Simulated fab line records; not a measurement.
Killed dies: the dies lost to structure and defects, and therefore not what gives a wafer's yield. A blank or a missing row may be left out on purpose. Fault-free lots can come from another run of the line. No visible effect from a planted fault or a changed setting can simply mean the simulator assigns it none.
Matching of chambers || flow nand harc || NHARC_P_CONTACT_ALD_22 on ald metal-04: 4 sister chambers
The step deposits TiN, target thk 3 nm, pulse time 1 s, ald cycles 150. 8 wafers are shown with their chamber, then 7 later ones without.

## WAFERS WITH THEIR CHAMBER
{"wafer": "L082.4", "chamber": 2, "heater power outer w (W)": 664, "heater power w (W)": 1054}
{"wafer": "L088.1", "chamber": 1, "heater power outer w (W)": 758, "heater power w (W)": 1321}
{"wafer": "L088.4", "chamber": 2, "heater power outer w (W)": 676, "heater power w (W)": 1031}
{"wafer": "L088.5", "chamber": 3, "heater power outer w (W)": 648, "heater power w (W)": 1051}
{"wafer": "L092.3", "chamber": 1, "heater power outer w (W)": 766, "heater power w (W)": 1337}
{"wafer": "L092.6", "chamber": 0, "heater power outer w (W)": 720, "heater power w (W)": 1152}
{"wafer": "L093.3", "chamber": 0, "heater power outer w (W)": 732, "heater power w (W)": 1159}
{"wafer": "L093.4", "chamber": 3, "heater power outer w (W)": 664, "heater power w (W)": 1061}

## WAFERS WITHOUT THEIR CHAMBER
{"wafer": "L093.5", "heater power outer w (W)": 781, "heater power w (W)": 1331}
{"wafer": "L095.2", "heater power outer w (W)": 734, "heater power w (W)": 1136}
{"wafer": "L095.3", "heater power outer w (W)": 784, "heater power w (W)": 1352}
{"wafer": "L095.5", "heater power outer w (W)": 790, "heater power w (W)": 1341}
{"wafer": "L097.3", "heater power outer w (W)": 816, "heater power w (W)": 1349}
{"wafer": "L097.4", "heater power outer w (W)": 721, "heater power w (W)": 1163}
{"wafer": "L097.6", "heater power outer w (W)": 624, "heater power w (W)": 1022}

## WHICH CHAMBER EACH ONE RAN IN
{"wafer": "L093.5", "from the rows above": 1, "in truth": 1}
{"wafer": "L095.2", "from the rows above": 0, "in truth": 0}
{"wafer": "L095.3", "from the rows above": 1, "in truth": 1}
{"wafer": "L095.5", "from the rows above": 1, "in truth": 1}
{"wafer": "L097.3", "from the rows above": 1, "in truth": 1}
{"wafer": "L097.4", "from the rows above": 0, "in truth": 0}
{"wafer": "L097.6", "from the rows above": "can't be placed: 3 or 2", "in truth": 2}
6 of 7 placed correctly. Cannot be placed on the basis of these rows: 1; the candidates contain the true chamber in 1. Wrongly placed: 0.
How it was worked out, from the rows above alone: a wafer's distance from a chamber is the root of the sum, over the readings, of the square of ((its reading less the chamber's mean) divided by the reading's scatter). If the next closest chamber is less than 2 further off than the closest, the wafer can't be placed; otherwise it belongs to the closest. Each chamber's mean is taken over the wafers shown for it. The scatter: take each reading less its chamber's mean, square it, sum over the shown wafers, divide by the number of wafers less the number of chambers, and take the root.
